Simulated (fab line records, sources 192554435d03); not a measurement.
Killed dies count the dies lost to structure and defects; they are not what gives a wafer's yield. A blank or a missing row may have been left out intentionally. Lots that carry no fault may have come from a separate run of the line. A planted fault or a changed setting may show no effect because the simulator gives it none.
fab line records	flow n5_finfet
[record] lots = 4	wafers = 12	last_day = 17
route steps=1938 shown DUMMY_GATE@240 SPACER0@258 SD_EPI_N@262 BEOL_M4@1111 PASSIVATION@1936
lots untouched by any fault: they come from a run of this same line in which no faults occurred
start_h: start of the lot's first displayed wafer, in hours after the record's first day	wait_h: how many hours have passed since the lot's step before this one	" as in the row above	L1.1+2: several wafers, shown together as one row	- no value, or no start was given	* or withheld: withheld	< > ~ a bound
route shown NAME@n: names a module that has steps shown in the file, with the first one's number in the route	usual: the fault-free wafers' mean and standard deviation	same: alike in all rows	chamber/n: place in a boat	sites: each site's reading	_std_site: the standard deviation of these	_edge_site: outer sites' mean less inner sites'	radius_mm: how far each site lies from the wafer's centre	mask NAME#n: copy n	behind: the last tool/chamber to shape the wafer	hold: why the lot was held/for how many hours/how that ended	device: transistor that didn't switch, given as n, p or np	end of line: tests run on the same wafers once the route is complete	for a step that has no rows: nothing shown but its recipe	killed: the dies lost at the first sort to structure and to defects; this is not the yield of the wafer	map: per-die view of a wafer (x killed, . not killed, _ where there is no die)
set.NAME: the setting the step ran with; set.NAME@STEP: the setting that earlier step ran with	model.NAME: the simulator's own value behind a step, which no gauge read
lots at selected steps of the route; one table per step, one row per wafer
services: from which hour (start_h, from the record's first day; less than 0 if before it) a tool's chamber was out of use, for how many hours, and why
[[steps]]
[step N5_DUMMY_GATE_TRIM_49]
[recipe] chemistry = O2	resist = SOC	time_s = 29	target_cd_nm = 14	source_power_w = 300	bias_power_w = 0	O2_flow_sccm = 100	temp_c = 20
[step N5_DUMMY_GATE_STRIP_40]
[recipe] chemistry = CF4	resist = SiARC	power_w = 300	bias_power_w = 75	pressure_mtorr = 50	cf4_flow_sccm = 150	rf_frequency_hz = 6e+07
[step N5_DUMMY_GATE_ETCH_31]
[recipe] chemistry = C4F6/O2	target = SiO2	mask_material = SOC	target_depth_a = 825	time_s = 27.5	ion_energy_ev = 250	pressure_mtorr = 30	source_w = 345	bias_w = 185	Ar_flow_sccm = 300	C4F6_flow_sccm = 10	O2_flow_sccm = 10
[step N5_DUMMY_GATE_STRIP_41]
[recipe] chemistry = O2	power_w = 400	temp_c = 40	pressure_mtorr = 30	rf_frequency_hz = 6e+07	bias_power_w = 0	overash_fraction = 0.3	o2_flow_sccm = 225
[step N5_DUMMY_GATE_HM_OPEN_21]
[recipe] chemistry = CH3F/O2	target = SiNx	target_depth_a = 1200	Ar_flow_sccm = 150	CH3F_flow_sccm = 30	O2_flow_sccm = 23	time_s = 171.4	pressure_mtorr = 30	source_w = 395	bias_w = 73	ion_energy_ev = 120.7
[step N5_DUMMY_GATE_ETCH_32]
[recipe] chemistry = CF4	target = SiO2	target_depth_a = 35	time_s = 3.9	ion_energy_ev = 350	pressure_mtorr = 10	icp_w = 800	bias_w = 400	cf4_flow_sccm = 80
[step N5_DUMMY_GATE_ETCH_23]
[recipe] chemistry = HBr/Cl2/O2	HBr_flow_sccm = 150	Cl2_flow_sccm = 80	O2_flow_sccm = 12	bias_w = 102	target_depth_a = 410	time_s = 22.3	target = poly-Si	mask_material = SiO2	pressure_mtorr = 10	icp_w = 800
[step N5_DUMMY_GATE_ETCH_44]
[recipe] chemistry = HBr/O2	over_etch_frac = 0.7	target_depth_a = 1275	stop_on = SiO2	ion_energy_ev = 60	bias_w = 20	target = poly-Si	mask_material = SiO2	pressure_mtorr = 20	icp_w = 400	HBr_flow_sccm = 120	O2_flow_sccm = 10
[step N5_DUMMY_GATE_ETCH_42]
[recipe] chemistry = CHF3/O2	target = SiO2	target_depth_a = 35	time_s = 31	ion_energy_ev = 30	bias_w = 12	pressure_mtorr = 30	source_w = 600	Ar_flow_sccm = 200	CHF3_flow_sccm = 50	O2_flow_sccm = 5
[step N5_DUMMY_GATE_STRIP_48]
[recipe] chemistry = N2/H2	time_s = 20	power_w = 100	temp_c = 40	pressure_mtorr = 100	rf_frequency_hz = 6e+07	bias_power_w = 3	n2_flow_sccm = 300	h2_flow_sccm = 300
[step N5_DUMMY_GATE_PRECLEAN_33]
[recipe] chemistry = dHF	time_s = 10	dilution = 750:1	temp_c = 25
[usual] temp_c = 25.00/0.1
[same] time_s = 10
lot.wafer	tool	chamber	start_h	wait_h	temp_c
L690.2	wet_bench-03	2	68.50	0.1	25.02
L690.5	"	7	"	"	24.93
L690.6	"	6	"	"	25.02
L693.3	wet_bench-03	6	84.08	0.1	25.03
L693.5	"	2	"	"	24.96
L693.6	"	4	"	"	24.92
L694.2	wet_bench-03	4	92.11	0.1	24.94
L694.4	"	5	"	"	24.89
L694.5	"	3	"	"	24.92
L705.2	wet_bench-06	1	157.91	0.1	25.01
L705.5	"	5	"	"	24.83
L705.6	"	4	"	"	24.95
[step N5_DUMMY_GATE_PRECLEAN_25]
[recipe] chemistry = O3/DIW	time_s = 45	temp_c = 22	o3_ppm = 10
[step N5_DUMMY_GATE_PRECLEAN_51]
[recipe] chemistry = SC2	time_s = 45	temp_c = 35	mix = 1:1:50
[step N5_DUMMY_GATE_SRD_26]
[recipe] dry = ipa_marangoni	time_s = 30	temp_c = 23	rinse_liquid = diw
[step N5_DUMMY_GATE_UV_OZONE_45]
[recipe] time_s = 120	pressure_torr = 760	temp_c = 25
[step N5_DUMMY_GATE_INSPECT_27]
[recipe] inspect_instrument = brightfield	mode = aei
[usual] raw_defect_count = 306/74
lot.wafer	tool	chamber	start_h	wait_h	raw_defect_count
L690.2	defect_inspect-02	-	68.61	0.0	336
L690.5	"	-	"	"	328
L690.6	"	-	"	"	354
L693.3	defect_inspect-02	-	84.19	0.0	1326
L693.5	"	-	"	"	1218
L693.6	"	-	"	"	1246
L694.2	defect_inspect-02	-	92.22	0.0	1394
L694.4	"	-	"	"	1241
L694.5	"	-	"	"	1239
L705.2	defect_inspect-01	-	158.02	0.0	473
L705.5	"	-	"	"	334
L705.6	"	-	"	"	457
[step N5_SPACER0_ALD_07]
[recipe] material = SiNx	target_thk_a = 20	temp_c = 400	ald_precursor_family = SiH2I2	ald_co_reactant = N2/H2-plasma	pressure_torr = 2
[step N5_SPACER0_ALD_00]
[recipe] material = SiOCN	target_thk_a = 35	temp_c = 400	ald_precursor_family = alkyl-aminosilane	ald_co_reactant = O2/N2-plasma	pulse_time_s = 3	purge_time_s = 2	co_reactant_purge_time_s = 2	ald_cycles = 58	pressure_torr = 2
[step N5_SPACER0_ALD_08]
[recipe] material = SiNx	target_thk_a = 20	temp_c = 400	ald_precursor_family = SiH2I2	ald_co_reactant = N2/H2-plasma	pressure_torr = 2
[step N5_SPACER0_INSPECT_04]
[recipe] inspect_instrument = darkfield	mode = post_dep
[usual] raw_defect_count = 143/34
lot.wafer	tool	chamber	start_h	wait_h	raw_defect_count
L690.2	defect_inspect-01	-	69.21	0.1	145
L690.5	"	-	"	"	152
L690.6	"	-	"	"	173
L693.3	defect_inspect-02	-	84.79	0.1	1200
L693.5	"	-	"	"	1092
L693.6	"	-	"	"	1138
L694.2	defect_inspect-02	-	93.74	0.1	1192
L694.4	"	-	"	"	1136
L694.5	"	-	"	"	1101
L705.2	defect_inspect-02	-	158.62	0.1	180
L705.5	"	-	"	"	137
L705.6	"	-	"	"	201
[step N5_SD_EPI_N_COAT_32]
[recipe] resist = SOC	temp_c = 250	time_s = 60	spin_rpm = 1500	resist_thk_nm = 350
[step N5_SD_EPI_N_COAT_33]
[recipe] resist = SiARC	temp_c = 220	time_s = 60	spin_rpm = 1500	resist_thk_nm = 35
[step N5_SD_EPI_N_COAT_03]
[recipe] resist = CAR-ArF-block	spin_rpm = 1500	resist_thk_nm = 150
[step N5_SD_EPI_N_EBR_05]
[recipe] solvent = PGMEA	ebr_width_mm = 1.5
[step N5_SD_EPI_N_SOFTBAKE_04]
[recipe] temp_c = 110	time_s = 60	resist = CAR-ArF-block
[step N5_SD_EPI_N_EXPOSE_06]
[recipe] mask_id = SD_N_BLK	na = 1.35	source_shape = conventional	sigma_outer = 0.8	polarization = unpolarized	target_cd_nm = 120	dose_mj = 39.75
[step N5_SD_EPI_N_PEB_07]
[recipe] peb_temp_c = 110	peb_time_s = 60	resist = CAR-ArF-block
[step N5_SD_EPI_N_DEVELOP_08]
[recipe] develop_time_s = 30	developer = TMAH	resist = CAR-ArF-block	dev_temp_c = 23	rinse_liquid = diw	dry = air_spin
[step N5_SD_EPI_N_INSPECT_11]
[recipe] mode = adi	inspect_instrument = macro
[usual] raw_defect_count = 2.2/1.3
lot.wafer	tool	chamber	start_h	wait_h	raw_defect_count
L690.2	defect_inspect-01	-	69.67	0.0	3
L690.5	"	-	"	"	5
L690.6	"	-	"	"	3
L693.3	defect_inspect-01	-	85.25	0.0	>300
L693.5	"	-	"	"	>300
L693.6	"	-	"	"	>300
L694.2	defect_inspect-02	-	94.19	0.0	>300
L694.4	"	-	"	"	>300
L694.5	"	-	"	"	>300
L705.2	defect_inspect-02	-	158.95	0.0	2
L705.5	"	-	"	"	2
L705.6	"	-	"	"	2
[step N5_SD_EPI_N_DESCUM_14]
[recipe] chemistry = O2	time_s = 7.9	source_power_w = 50	bias_power_w = 20	pressure_mtorr = 20	rf_frequency_hz = 2.712e+07	temp_c = 40	resist = CAR-ArF-block	o2_flow_sccm = 225
[step N5_SD_EPI_N_ETCH_34]
[recipe] chemistry = CF4	target = SiARC	target_depth_a = 455	mask_material = CAR-ArF-block	time_s = 75.8	ion_energy_ev = 80	pressure_mtorr = 40	source_w = 545	bias_w = 36	Ar_flow_sccm = 100	cf4_flow_sccm = 100	ends = cleared
[step N5_SD_EPI_N_ETCH_35]
[recipe] chemistry = N2/H2	target = SOC	overetch_a = 1080	mask_material = SiARC	temp_c = 40	ion_energy_ev = 100	source_w = 3000	bias_w = 133	pressure_mtorr = 20	time_s = 486	n2_flow_sccm = 200	h2_flow_sccm = 200
[step N5_SD_EPI_N_STRIP_36]
[recipe] chemistry = N2/H2	temp_c = 40	n2_flow_sccm = 200	h2_flow_sccm = 200	rf_frequency_hz = 6e+07
[step N5_SD_EPI_N_ETCHBACK_44]
[recipe] chemistry = CH3F/O2	mode = anisotropic_etchback	target = SiNx	target_depth_a = 145	stop_on = SiO2	over_etch_frac = 0.3	ion_energy_ev = 120	pressure_mtorr = 30	source_w = 395	bias_w = 73	Ar_flow_sccm = 150	CH3F_flow_sccm = 30	O2_flow_sccm = 20
[step N5_SD_EPI_N_ETCH_45]
[recipe] chemistry = CH3F/O2	target = SiOCN	target_depth_a = 60	mask_material = SOC	ion_energy_ev = 60	bias_w = 29	pressure_mtorr = 15	source_w = 410	Ar_flow_sccm = 150	CH3F_flow_sccm = 30	O2_flow_sccm = 20
[step N5_SD_EPI_N_ETCH_16]
[recipe] chemistry = CHF3/O2	target = SiO2	target_depth_a = 50	mask_material = SOC	pressure_mtorr = 30	source_w = 650	bias_w = 170	Ar_flow_sccm = 200	CHF3_flow_sccm = 50	O2_flow_sccm = 5	ion_energy_ev = 200
[step N5_SD_EPI_N_STRIP_47]
[recipe] chemistry = CHF3/O2	resist = SiARC	rf_frequency_hz = 6e+07
[step N5_SD_EPI_N_SD_RECESS_17]
[recipe] chemistry = HBr/Cl2/O2	target_depth_a = 410	mask_material = SOC	time_s = 23.7	bt_time_s = 3	pressure_mtorr = 10	icp_w = 800	bias_w = 112	HBr_flow_sccm = 150	Cl2_flow_sccm = 80	O2_flow_sccm = 12
[step N5_SD_EPI_N_INSPECT_26]
[recipe] inspect_instrument = darkfield	mode = post_epi
[usual] raw_defect_count = 220/46
lot.wafer	tool	chamber	start_h	wait_h	raw_defect_count
L690.2	defect_inspect-02	-	75.37	0.1	296
L690.5	"	-	"	"	236
L690.6	"	-	"	"	283
L693.3	defect_inspect-02	-	92.38	0.1	1251
L693.5	"	-	"	"	1178
L693.6	"	-	"	"	1197
L694.2	defect_inspect-01	-	99.05	0.1	1305
L694.4	"	-	"	"	1250
L694.5	"	-	"	"	1176
L705.2	defect_inspect-01	-	163.63	0.1	241
L705.5	"	-	"	"	269
L705.6	"	-	"	"	279
[step N5_BEOL_M4_RC_MEAS_101]
[usual] DIBL_N = 35.9/1.3	DIBL_P = 36.3/1.5	IOFF_N = 0.153/0.023	IOFF_P = 0.208/0.028	ION_N = 672/9.7	ION_P = 462/6.6	SS_N = 71.5/0.53	SS_P = 73.3/0.59	VT_N = 250.4/2.7	VT_P = -250.5/3
lot.wafer	tool	chamber	start_h	wait_h	DIBL_N[mV/V]	DIBL_P[mV/V]	IOFF_N[nA/um]	IOFF_P[nA/um]	ION_N[uA/um]	ION_P[uA/um]	SS_N[mV/dec]	SS_P[mV/dec]	VT_N[mV]	VT_P[mV]
L690.2	prober-01	0	200.47	0.2	38.2	38.8	0.202	0.285	679	473	71.6	74.5	247.1	-244.0
L690.5	"	0	"	"	38.6	39.3	0.230	0.307	687	469	72.5	74.8	243.2	-243.1
L690.6	"	0	"	"	36.0	35.7	0.157	0.242	679	471	71.0	74.1	247.9	-244.8
L693.3	prober-01	0	223.31	0.3	36.6	35.9	0.155	0.214	669	459	72.1	73.2	248.1	-249.8
L693.5	"	0	"	"	36.7	36.9	0.171	0.230	677	467	72.6	73.8	249.9	-249.7
L693.6	"	0	"	"	36.9	37.0	0.174	0.235	682	472	71.8	73.8	248.4	-250.1
L694.2	prober-01	0	225.30	0.2	38.7	39.2	0.197	0.247	676	467	71.8	74.2	247.3	-248.5
L694.4	"	0	"	"	39.8	40.6	0.211	0.274	678	466	72.0	74.5	245.7	-245.5
L694.5	"	0	"	"	38.5	39.1	0.194	0.235	683	463	72.7	74.1	246.5	-250.0
L705.2	prober-02	0	305.00	0.2	33.9	33.1	0.117	0.160	660	458	70.7	73.6	254.5	-253.8
L705.5	"	0	"	"	37.0	37.2	0.179	0.223	677	467	71.1	73.5	246.0	-249.7
L705.6	"	0	"	"	36.4	36.3	0.162	0.204	674	457	71.5	73.4	249.2	-250.0
[step N5_PASSIVATION_PROBE_49]
[usual] defect_limited_yield = 91.1/1.5	killed_at_M0_to_M3 = 35/9.5	killed_at_M4_up = 13/5.2	killed_at_contacts = 12/6.1	killed_at_front_end = 41/14	killed_at_other = 3.8/2.9	killed_dies = 105/17	killed_open = 70/13	killed_short = 33/8.4	sort_bin_5_function = 5.1/0.97	sort_bin_6_memory = 3.4/0.69	sort_n_pass = 1075/17	sort_yield_pct = 91.1/1.5
[same] gross_dies = 1180	killed_at_back_side = 0	sort_bin_4_leakage[%] = 0	sort_bin_8_speed[%] = 0
lot.wafer	tool	chamber	start_h	wait_h	defect_limited_yield[%]	killed_at_M0_to_M3	killed_at_M4_up	killed_at_contacts	killed_at_front_end	killed_at_other	killed_dies	killed_open	killed_short	sort_bin_5_function[%]	sort_bin_6_memory[%]	sort_n_pass	sort_yield_pct[%]
L690.2	prober-01	-	302.86	0.4	92.4	39	9	10	30	2	90	61	25	4.7	2.5	1090	92.4
L690.5	prober-01	-	303.01	0.5	93.5	28	10	7	31	1	77	56	18	3.7	2.7	1103	93.5
L690.6	prober-01	-	303.06	0.6	90.8	26	9	8	65	0	108	66	39	5.6	3.1	1072	90.8
L694.2	prober-01	-	332.22	0.1	83.9	29	11	6	143	1	190	52	10	10.5	2.8	990	83.9
L694.4	prober-01	-	332.32	0.2	79.9	34	7	10	182	4	237	53	32	12.8	3.8	943	79.9
L694.5	prober-01	-	332.37	0.2	84.5	24	10	6	136	7	183	54	20	9.2	3.2	997	84.5
L693.3	prober-01	-	333.61	0.1	81.1	21	14	13	172	3	223	54	29	12.2	3.2	957	81.1
L693.5	prober-01	-	333.71	0.2	79.6	31	6	19	183	2	241	62	34	12.7	4.4	939	79.6
L693.6	prober-01	-	333.76	0.3	82.5	28	10	9	157	2	206	54	31	9.4	4.0	974	82.5
// killed by level:class
L690.2 MOL_CONTACT_COAG:geometric_particle:open=10 BEOL_M2:geometric_particle:open=9 BEOL_M0_SAQP:geometric_particle:short=6 BEOL_M1:geometric_particle:open=6 FIN_SAQP:geometric_particle:short=5 STI_FIN_REVEAL:geometric_particle:open=5 BEOL_M4:geometric_particle:open=5 DUMMY_GATE:geometric_particle:open=4
L690.5 BEOL_M2:geometric_particle:open=9 BEOL_M1:geometric_particle:open=8 DUMMY_GATE:geometric_particle:open=6 STI_FIN_REVEAL:geometric_particle:open=5 MOL_CONTACT_COAG:geometric_particle:open=5 BEOL_M4:geometric_particle:open=4 STARTING-WAFER:geometric_particle:open=4 FIN_SAQP:geometric_particle:short=3
L690.6 STI_FIN_REVEAL:geometric_particle:open=16 FIN_SAQP:geometric_particle:open=11 FIN_SAQP:geometric_particle:short=6 STI_FIN_REVEAL:geometric_particle:short=6 BEOL_M1:geometric_particle:open=6 SPACER0:geometric_particle:open=5 MOL_CONTACT_COAG:geometric_particle:open=5 BEOL_M0_SAQP:geometric_particle:short=5
L694.2 DUMMY_GATE:unspecified=126 BEOL_M2:geometric_particle:open=12 DUMMY_GATE:geometric_particle:open=5 MOL_CONTACT_COAG:geometric_particle:open=5 BEOL_M0_SAQP:geometric_particle:open=5 BEOL_M3:geometric_particle:open=4 BEOL_M5:geometric_particle:open=4 FIN_SAQP:geometric_particle:open=3
L694.4 DUMMY_GATE:unspecified=152 STI_FIN_REVEAL:geometric_particle:open=13 BEOL_M1:geometric_particle:open=9 BEOL_M0_SAQP:geometric_particle:open=8 MOL_CONTACT_COAG:geometric_particle:open=7 BEOL_M0_SAQP:geometric_particle:short=7 STI_FIN_REVEAL:geometric_particle:short=4 BEOL_M1:geometric_particle:short=4
L694.5 DUMMY_GATE:unspecified=107 BEOL_M2:geometric_particle:open=8 DUMMY_GATE:geometric_particle:open=7 MOL_CONTACT_COAG:geometric_particle:open=6 BEOL_M5:geometric_particle:open=6 STI_FIN_REVEAL:geometric_particle:open=4 PAD_METAL:geometric_particle:short=4 ILD0:geometric_particle:short=3
L693.3 DUMMY_GATE:unspecified=140 MOL_CONTACT_COAG:geometric_particle:open=10 STI_FIN_REVEAL:geometric_particle:open=9 BEOL_M1:geometric_particle:open=7 GATE_CUT:geometric_particle:short=6 BEOL_M0_SAQP:geometric_particle:short=5 BEOL_M3:geometric_particle:open=4 GATE_CUT:geometric_particle:open=4
L693.5 DUMMY_GATE:unspecified=145 MOL_CONTACT_COAG:geometric_particle:open=13 FIN_SAQP:geometric_particle:open=11 FIN_SAQP:geometric_particle:short=9 BEOL_M2:geometric_particle:open=7 MOL_CONTACT_COAG:geometric_particle:short=6 BEOL_M1:geometric_particle:open=6 BEOL_M3:geometric_particle:open=6
L693.6 DUMMY_GATE:unspecified=121 FIN_SAQP:geometric_particle:open=12 MOL_CONTACT_COAG:geometric_particle:open=8 BEOL_M3:geometric_particle:open=7 BEOL_M0_SAQP:geometric_particle:short=6 FIN_SAQP:geometric_particle:short=5 BEOL_M1:geometric_particle:open=5 BEOL_M4:geometric_particle:open=5
// map L693.5 (x killed, . not)
_________________...xxx....x.________________
______________..x..............._____________
___________...............x......x.__________
__________.....x.........x.x.......x_________
________...........x.................._______
_______.................x..............______
______.......................x.........._____
_____.......................x.........x..____
____.xx.x........xx.....x.................___
___.........x....xx.....x..................__
___..x.................x.......x...........__
__x.....x.....x.......x....................._
__....x..x.....................x.x.........._
_.......x..............x........x............
_..............x.......................x.xx.x
_............................................
_.....x..x........x............x.........xx..
_x........x...........x...........x.....x.x..
_....x.....x.......x........x................
_........x..........x....................x...
_x..x.......xxx..x......x......x.............
__..........x................x.............._
__...x.................xx..x.x....x...x....._
___..........x....x.xxxxxxxxx...x....x.....__
___..x..............xxxxxxxxx.x.x....x.....__
____...x.......x..xxxxxxxxxxxx.xx.......x.___
_____.......x...x..xxxxxxxxxxxxx..x......____
______...x.....x..xxxxxxxxxxxxxxx......._____
_______....x...x..xxxxxxxxxxxxxxxx.....______
________.....x....xxxxxxxxxxxxxxx....._______
__________...x.x..xxxxxxxxxxxxx.x..._________
___________....x....xxxxxxxxxx.x.x.__________
______________....x.xxxxxxxxxx.x_____________
_________________x..xxxxxx.xx________________
// map L694.4 (x killed, . not)
_________________...x........________________
______________.................._____________
___________.......x........x.......__________
__________...............x....x....._________
________......................x......._______
_______.........................x.x....______
______................x.x.......x...x..._____
_____......xxx.....x.....................____
____......x..........................x....___
___..............................x.........__
___...............x........x....x..........__
__..x................x......x.....x...x...x._
__......................x..........x...x..x._
_..x................x........................
_..........x...x.............................
_.....x....x........x....x...................
_......x................x....xx..x.......x.x.
_.xx...x......................x..............
_..............xx.x.x.........x.....x...x....
_..x...............x.......x.x.............x.
_.....x........xx....xx........x....x..x.....
__...x.....xxxxxx.xx.............x.x........_
__.........xxxxxxxxxxx......x......x........_
___.......xxxxxxxxxxxxxx....x..............__
___x....xxxxxxxxxxxxxx..x...............x..__
____....xxxxxxxxxxxxxxxxx.x...............___
_____....xxxxxxxxxxxxxxx............x.x..____
______.xxxxxxxxxxxxxxxxx.xx............._____
_______.x.xxxxxxxxxxxxx..x.............______
________..xxxxxxxxxxxx................_______
__________xxxxxxxxxxxx.x.......x...._________
___________..xxxxxxx..x..........x.__________
______________.xxxx.x..........._____________
_________________........x...________________
[[services]]
tool	chamber	start_h	hours	kind
wet_bench-06	-	73.49	1.9	pm
[[key]]
[first_sign] step = N5_DUMMY_GATE_INSPECT_27	reading = raw_defect_count	direction = up	sigmas = 13	usual = 306	struck = 1277
[effect] step = N5_SPACER0_INSPECT_04	reading = raw_defect_count	direction = up	sigmas = 29	usual = 143	struck = 1143
[effect] step = N5_SD_EPI_N_INSPECT_11	reading = raw_defect_count	direction = up	sigmas = 99+	usual = 2.2	struck = >300
[effect] step = N5_SD_EPI_N_INSPECT_26	reading = raw_defect_count	direction = up	sigmas = 22	usual = 220	struck = 1226
[effect] step = N5_PASSIVATION_PROBE_49	reading = killed_at_front_end	direction = up	sigmas = 8.9	usual = 41	struck = 162
[more_kills_born_at] N5_DUMMY_GATE_PRECLEAN_33@wet_bench-03 = 791
met_at N5_DUMMY_GATE_PRECLEAN_33
struck_wafers L693.3,L693.5,L693.6,L694.2,L694.4,L694.5
onset_between 68.50 84.08
[fault] kind = chamber_particle_source	tool = wet_bench-03	chamber = -	onset_h = 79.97	steps = N5_DUMMY_GATE_PRECLEAN_33	rate_per_visit_cm2 = 1.5797	end_h = 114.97
